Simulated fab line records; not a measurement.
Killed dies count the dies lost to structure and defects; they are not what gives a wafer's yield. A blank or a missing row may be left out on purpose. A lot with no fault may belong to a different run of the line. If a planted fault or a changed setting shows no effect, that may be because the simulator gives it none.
Which tool is to blame? -- flow n5-finfet -- 8 lots with 21 wafers sampled at 6 steps, on a route of 1938 steps

## WHAT EACH GAUGE READ, for each wafer
N5_BEOL_M4_RC_MEAS_101. Usual: DIBL_N 36.8 mV/V, standard deviation 2.2; DIBL_P 37.1 mV/V, standard deviation 2.8; IOFF_N 0.17 nA/um, standard deviation 0.04; IOFF_P 0.22 nA/um, standard deviation 0.049; ION_N 672 uA/um, standard deviation 16; ION_P 460 uA/um, standard deviation 9.2; SS_N 71.6 mV/dec, standard deviation 0.69; SS_P 73.5 mV/dec, standard deviation 0.78; VT_N 249 mV, standard deviation 3.6; VT_P -250 mV, standard deviation 3.9.
lot,measured,on,DIBL_N (mV/V),DIBL_P (mV/V),IOFF_N (nA/um),IOFF_P (nA/um),ION_N (uA/um),ION_P (uA/um),SS_N (mV/dec),SS_P (mV/dec),VT_N (mV),VT_P (mV),flag
L801,day 7 22:00,prober-02,33.5 36.9 35.6,34.2 39.3 37.0,0.13 0.18 0.17,0.17 0.26 0.23,640 683 674,445 475 460,71.0 71.3 71.7,72.6 73.9 73.7,253 251 250,-250 -248 -248,
L806,day 8 18:54,prober-02,30.5 38.6 37.9,28.5 40.2 38.6,0.08 0.21 0.20,0.11 0.25 0.22,647 664 683,444 456 463,70.0 72.3 72.4,72.0 74.9 74.4,257 248 248,-259 -253 -251,
L811,day 10 10:10,prober-01,32.9 37.9,31.9 39.1,0.10 0.19,0.13 0.24,647 674,440 455,70.6 71.9,71.9 74.7,260 247,-257 -251,
L812,day 10 19:25,prober-02,36.0 38.1,35.3 38.7,0.16 0.21,0.18 0.25,662 681,443 458,71.3 71.9,72.8 74.5,249 244,-253 -249,
L813,day 11 02:58,prober-02,33.8 39.6,33.3 39.7,0.12 0.21,0.21 0.31,645 671,455 466,70.3 72.1,72.8 74.4,253 250,-248 -244,
L814,day 11 14:58,prober-01,37.3 34.7 36.9,36.9 34.5 37.7,0.17 0.13 0.17,0.24 0.22 0.27,691 666 687,473 471 484,71.6 71.1 71.4,73.0 72.8 72.6,249 249 248,-243 -247 -244,
L816,day 11 20:58,prober-02,38.9 35.0 36.6,41.8 36.9 38.8,0.22 0.15 0.17,0.27 0.19 0.22,699 680 678,471 470 462,72.3 71.7 72.0,74.2 73.0 73.4,248 249 248,-247 -248 -247,
L823,day 13 16:32,prober-01,37.5 37.0 37.4,38.1 37.6 38.8,0.20 0.18 0.21,0.27 0.27 0.29,678 678 691,460 468 465,72.5 71.6 72.0,73.3 73.6 72.6,244 248 245,-244 -244 -242,

N5_BEOL_M10_CD_MEAS_28: target cd 70 nm. Usual: cd-nm reads 70.6 nm (standard deviation 1.1).
lot,measured,on,cd-nm (nm),flag
L801,day 9 21:11,cd-sem-03,71.4 72.1 70.7,
L806,day 10 21:13,cd-sem-01,71.0 69.4 70.5,
L811,day 12 16:52,cd-sem-02,71.9 72.4,
L812,day 12 17:05,cd-sem-02,72.0 69.6,
L813,day 13 03:59,cd-sem-02,69.9 71.9,
L814,day 13 15:17,cd-sem-02,71.9 71.4 71.9,
L816,day 14 01:29,cd-sem-03,69.6 70.5 70.6,
L823,day 15 16:30,cd-sem-01,68.9 71.4 69.4,

N5_BEOL_M15_RC_MEAS_101. Usual: etest-temp-c 25.00 C, standard deviation 0.11; COMB_M10 1.5e-11 S/m, standard deviation 3.5e-12; COMB_M10_max_site 2.2e-11 S/m, standard deviation 5.5e-12; COMB_M11 1.4e-11 S/m, standard deviation 2.8e-12; COMB_M12 6.1e-12 S/m, standard deviation 1.3e-12; COMB_M13 4.9e-12 S/m, standard deviation 1.2e-12; COMB_M14 3.8e-12 S/m, standard deviation 8.8e-13; COMB_M15 2.6e-12 S/m, standard deviation 7.2e-13; COMB_M5 3.7e-11 S/m, standard deviation 8e-12; COMB_M6 2.6e-11 S/m, standard deviation 5.5e-12; COMB_M7 2.5e-11 S/m, standard deviation 5.9e-12; COMB_M8 2.6e-11 S/m, standard deviation 4.9e-12; COMB_M9 1.5e-11 S/m, standard deviation 3.3e-12; SERP_M10 3.07 ohm/um, standard deviation 0.11; SERP_M11 3.08 ohm/um, standard deviation 0.092; SERP_M12 0.632 ohm/um, standard deviation 0.019; SERP_M13 0.307 ohm/um, standard deviation 0.0095; SERP_M14 0.162 ohm/um, standard deviation 0.004; SERP_M5 38.4 ohm/um, standard deviation 1.9; SERP_M6 13.8 ohm/um, standard deviation 0.65; SERP_M6_max_site 14.4 ohm/um, standard deviation 0.68; SERP_M7 13.7 ohm/um, standard deviation 0.68; SERP_M8 13.6 ohm/um, standard deviation 0.69; SERP_M9 3.07 ohm/um, standard deviation 0.12.
lot,measured,on,etest-temp-c (C),COMB_M10 (S/m),COMB_M10_max_site (S/m),COMB_M11 (S/m),COMB_M12 (S/m),COMB_M13 (S/m),COMB_M14 (S/m),COMB_M15 (S/m),COMB_M5 (S/m),COMB_M6 (S/m),COMB_M7 (S/m),COMB_M8 (S/m),COMB_M9 (S/m),SERP_M10 (ohm/um),SERP_M11 (ohm/um),SERP_M12 (ohm/um),SERP_M13 (ohm/um),SERP_M14 (ohm/um),SERP_M5 (ohm/um),SERP_M6 (ohm/um),SERP_M6_max_site (ohm/um),SERP_M7 (ohm/um),SERP_M8 (ohm/um),SERP_M9 (ohm/um),flag
L801,day 11 16:17,prober-02,25.07 25.08 25.05,1.2e-11 1.9e-11 2.2e-11,1.4e-11 2.1e-11 3.2e-11,1.51e-11 1.31e-11 1.05e-11,6.4e-12 4.5e-12 5.3e-12,4.5e-12 6e-12 5e-12,4.3e-12 3.5e-12 3.4e-12,2.4e-12 4.1e-12 3.2e-12,3.9e-11 3e-11 4.5e-11,2.6e-11 2.6e-11 3.3e-11,2.6e-11 3.4e-11 3.2e-11,2.6e-11 1.8e-11 2.6e-11,1.4e-11 1.6e-11 1.8e-11,3.00 2.93 2.90,3.05 3.16 3.06,0.608 0.650 0.621,0.317 0.296 0.300,0.168 0.160 0.163,36.3 38.3 37.9,13.5 13.7 14.4,14.5 14.3 15.0,13.1 13.9 15.0,13.6 13.0 13.0,3.07 3.14 2.94,
L806,day 12 13:51,prober-01,24.94 25.01 24.96,1.3e-11 2.2e-11 1.1e-11,1.9e-11 3e-11 1.7e-11,3.04e-11 1.16e-11 1.32e-11,5.8e-12 4.9e-12 5.1e-12,2.7e-12 2.8e-12 2.7e-12,2.8e-12 2.9e-12 4.3e-12,2.3e-12 2.2e-12 2.2e-12,3.4e-11 2.9e-11 4.6e-11,2.4e-11 2.4e-11 2.5e-11,2.5e-11 3.8e-11 2.4e-11,2.7e-11 4.2e-11 4.3e-11,1.2e-11 1.1e-11 1.5e-11,3.00 2.96 3.07,3.00 3.15 3.36,0.642 0.677 0.672,0.294 0.307 0.298,0.164 0.161 0.163,37.6 40.0 36.4,13.4 13.5 14.0,14.3 14.3 15.0,13.3 13.9 13.3,12.3 12.4 13.4,2.95 3.24 3.09,
L811,day 14 05:20,prober-01,25.17 25.07,1.3e-11 1.5e-11,1.7e-11 2.5e-11,1.46e-11 1.23e-11,5.7e-12 5e-12,4e-12 5.7e-12,3.4e-12 4.8e-12,1.2e-12 1.9e-12,4.7e-11 4.1e-11,2.3e-11 1.8e-11,3.3e-11 1.8e-11,3.8e-11 3e-11,1.5e-11 1.2e-11,3.17 3.15,3.12 2.93,0.648 0.653,0.297 0.305,0.157 0.166,36.2 39.4,13.6 14.1,14.2 15.0,13.7 13.1,14.0 13.8,3.09 3.08,
L812,day 14 01:18,prober-02,24.89 25.16,2.05e-10 1.6e-11,3.12e-10 1.9e-11,1.37e-11 1.25e-11,7.2e-12 5.9e-12,3.6e-12 3.8e-12,3.9e-12 4.9e-12,3.1e-12 3.2e-12,3.9e-11 3.5e-11,3.2e-11 3.1e-11,2.7e-11 3.1e-11,2.9e-11 2.9e-11,1.3e-11 1.7e-11,3.01 3.16,3.18 3.03,0.640 0.670,0.312 0.320,0.161 0.160,40.0 36.7,14.5 14.7,14.9 14.8,14.4 12.8,13.5 12.7,2.94 3.06,OFF
L813,day 14 16:34,prober-01,24.96 24.97,2.08e-10 1.6e-11,2.68e-10 2.4e-11,1.26e-11 1.11e-11,6.9e-12 6e-12,6.4e-12 4e-12,3.7e-12 2.8e-12,2e-12 1.6e-12,2.4e-11 3.6e-11,2.7e-11 2.6e-11,1.7e-11 2.5e-11,2.5e-11 2.4e-11,1.6e-11 1.5e-11,2.97 3.04,3.05 3.05,0.635 0.615,0.306 0.312,0.163 0.164,36.2 36.2,13.3 14.1,13.8 14.6,13.7 13.4,14.5 13.8,3.00 3.11,OFF
L814,day 15 04:34,prober-01,24.92 25.09 24.85,1.3e-11 1.6e-11 1.9e-11,2.2e-11 2.2e-11 2.5e-11,1.68e-11 1.42e-11 1.48e-11,5.4e-12 6.5e-12 5.2e-12,5.4e-12 4.6e-12 5.7e-12,4.5e-12 5.2e-12 3e-12,2.3e-12 2.3e-12 1.9e-12,3.2e-11 4.5e-11 3.1e-11,1.7e-11 2.5e-11 2.7e-11,2e-11 1.9e-11 2.5e-11,2.8e-11 2.4e-11 2.6e-11,1.4e-11 1.2e-11 1.3e-11,3.12 3.12 3.26,3.13 3.15 3.13,0.633 0.635 0.621,0.300 0.298 0.314,0.162 0.168 0.157,37.1 40.3 34.8,14.8 14.2 13.5,15.2 14.6 13.9,13.4 14.3 13.8,13.7 14.2 14.4,3.28 3.36 3.26,
L816,day 15 14:56,prober-02,24.98 24.82 24.97,2.68e-10 1.1e-11 1.3e-11,3.26e-10 1.8e-11 1.5e-11,1.81e-11 1.66e-11 9.5e-12,8e-12 8.1e-12 6.3e-12,6.1e-12 6e-12 5.1e-12,4e-12 3.5e-12 3.8e-12,2.9e-12 4e-12 3.9e-12,4.9e-11 3.4e-11 4.2e-11,2.8e-11 3.1e-11 2.9e-11,2.7e-11 2.7e-11 2.3e-11,2.6e-11 2.9e-11 3.1e-11,1.4e-11 1.1e-11 1.4e-11,2.81 3.03 3.16,3.20 3.15 3.02,0.663 0.636 0.644,0.296 0.304 0.313,0.157 0.159 0.166,37.3 37.9 38.5,14.4 13.2 12.4,15.1 14.2 12.8,13.3 13.9 14.7,14.2 13.3 14.8,3.12 3.11 3.03,OFF
L823,day 17 06:56,prober-02,24.91 25.10 25.10,1.3e-11 1.1e-11 1.3e-11,1.8e-11 1.8e-11 2.5e-11,7.9e-12 1.16e-11 1.28e-11,5.8e-12 9.1e-12 7.2e-12,5.6e-12 4.7e-12 7e-12,3.8e-12 3.8e-12 3.6e-12,3e-12 3.1e-12 3.8e-12,4.1e-11 4.5e-11 5.3e-11,3.6e-11 2.8e-11 3.4e-11,3.8e-11 2.9e-11 2.8e-11,2.5e-11 3.2e-11 3.4e-11,1.3e-11 1.8e-11 1.4e-11,3.17 2.97 3.10,3.14 2.92 3.10,0.637 0.610 0.602,0.307 0.304 0.304,0.165 0.152 0.170,35.2 40.2 38.3,13.6 12.7 13.1,15.1 13.5 13.8,13.6 13.3 13.8,12.5 14.3 13.1,2.90 3.14 2.99,

## TOOL THAT RAN EACH LOT (tool first, then ch and the chambers of the sampled wafers, then the start)
lot,N5_BEOL_M10_ALD_74,N5_BEOL_M10_SPUTTER_48,N5_BEOL_M10_CMP_52
L801,"ald-metal-01 ch 0,3, day 10 00:38","pvd-sputter-02, day 10 01:23","cmp-01 ch 0,1,3, day 10 02:17"
L806,"ald-metal-01 ch 0,2,3, day 10 22:29","pvd-sputter-03, day 10 23:02","cmp-02 ch 0,3, day 10 23:43"
L811,"ald-metal-02 ch 2,3, day 12 18:07","pvd-sputter-01, day 12 18:35","cmp-02 ch 0,3, day 12 19:14"
L812,"ald-metal-01 ch 0, day 12 18:24","pvd-sputter-01, day 12 18:55","cmp-01 ch 0,3, day 12 19:31"
L813,"ald-metal-01 ch 2,3, day 13 05:44","pvd-sputter-01, day 13 08:10","cmp-02 ch 0,3, day 13 08:55"
L814,"ald-metal-03 ch 0,2, day 13 16:42","pvd-sputter-01, day 13 17:59","cmp-02 ch 0,1,3, day 13 18:35"
L816,"ald-metal-01 ch 0,1,2, day 14 02:46","pvd-sputter-01, day 14 03:20","cmp-03 ch 0,1, day 14 03:54"
L823,"ald-metal-03 ch 0,2,3, day 15 19:46","pvd-sputter-02, day 15 20:20","cmp-02 ch 0,2, day 15 20:59"
- N5_BEOL_M10_ALD_74: deposits TaN, target thk 2 nm, pulse time 2 s, purge time 3 s.
- N5_BEOL_M10_SPUTTER_48: material Cu, target thk 12 nm, time 2 s.
- N5_BEOL_M10_CMP_52: polishes, stops on SiCOH lowk, t overpolish 7 s, target thk 140 nm.

## WHAT THE TOOLS THEMSELVES READ (means of the sampled wafers that have a number; where no wafer has one, the mark that the record gives instead)
N5_BEOL_M10_ALD_74. Usual: heater-power-w reads 441 W (standard deviation 35).
lot,tool,heater-power-w (W),flag
L801,ald-metal-01,453,
L806,ald-metal-01,451,
L811,ald-metal-02,424,
L812,ald-metal-01,485,
L813,ald-metal-01,420,
L814,ald-metal-03,433,
L816,ald-metal-01,476,
L823,ald-metal-03,439,

N5_BEOL_M10_SPUTTER_48. Usual: throttle-valve-pct reads 30.2 % (standard deviation 0.99).
lot,tool,throttle-valve-pct (%),flag
L801,pvd-sputter-02,30.8,
L806,pvd-sputter-03,29.9,
L811,pvd-sputter-01,29.9,
L812,pvd-sputter-01,30.2,
L813,pvd-sputter-01,30.2,
L814,pvd-sputter-01,31.5,
L816,pvd-sputter-01,30.8,
L823,pvd-sputter-02,30.5,

N5_BEOL_M10_CMP_52. Usual: motor-current-A reads 6.1 A (standard deviation 0.53).
lot,tool,motor-current-A (A),flag
L801,cmp-01,6.5,
L806,cmp-02,6.1,
L811,cmp-02,6.2,
L812,cmp-01,5.8,
L813,cmp-02,6.4,
L814,cmp-02,6.3,
L816,cmp-03,6.7,
L823,cmp-02,6.2,

## THE ANSWER, worked out from the rows above alone
Rule: a lot is off if the mean of its wafers that have a number lies more than 3 standard deviations from the usual mean. Also off: a lot with no number at a reading for which 4 or more lots have one. The other lots that the step has rows for count as sound. Order of review: gauges by route order, followed by the tools' own readings, for which a lot's mean as printed above is used. At the first step where some lot is off, the reading lying furthest off is the one used; lots without a number count as furthest.
Off: L812, L813, L816, at N5_BEOL_M15_RC_MEAS_101 (COMB_M10).
A tool fits if, at a process step before that reading, it ran every lot that is off, and no sound lot after the first of them. Gauges at N5_BEOL_M15_RC_MEAS_101: tried the same way as those tools. One fits: ald-metal-01 at N5_BEOL_M10_ALD_74. Its last sound lot is L806 (day 10 22:29), its first lot that is off L812 (day 12 18:24): a fault that began between those two fits.

## WHAT HAD BEEN PUT IN BY THE SIMULATOR
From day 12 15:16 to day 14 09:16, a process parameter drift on ald-metal-01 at N5_BEOL_M10_ALD_74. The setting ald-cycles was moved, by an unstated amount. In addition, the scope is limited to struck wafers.
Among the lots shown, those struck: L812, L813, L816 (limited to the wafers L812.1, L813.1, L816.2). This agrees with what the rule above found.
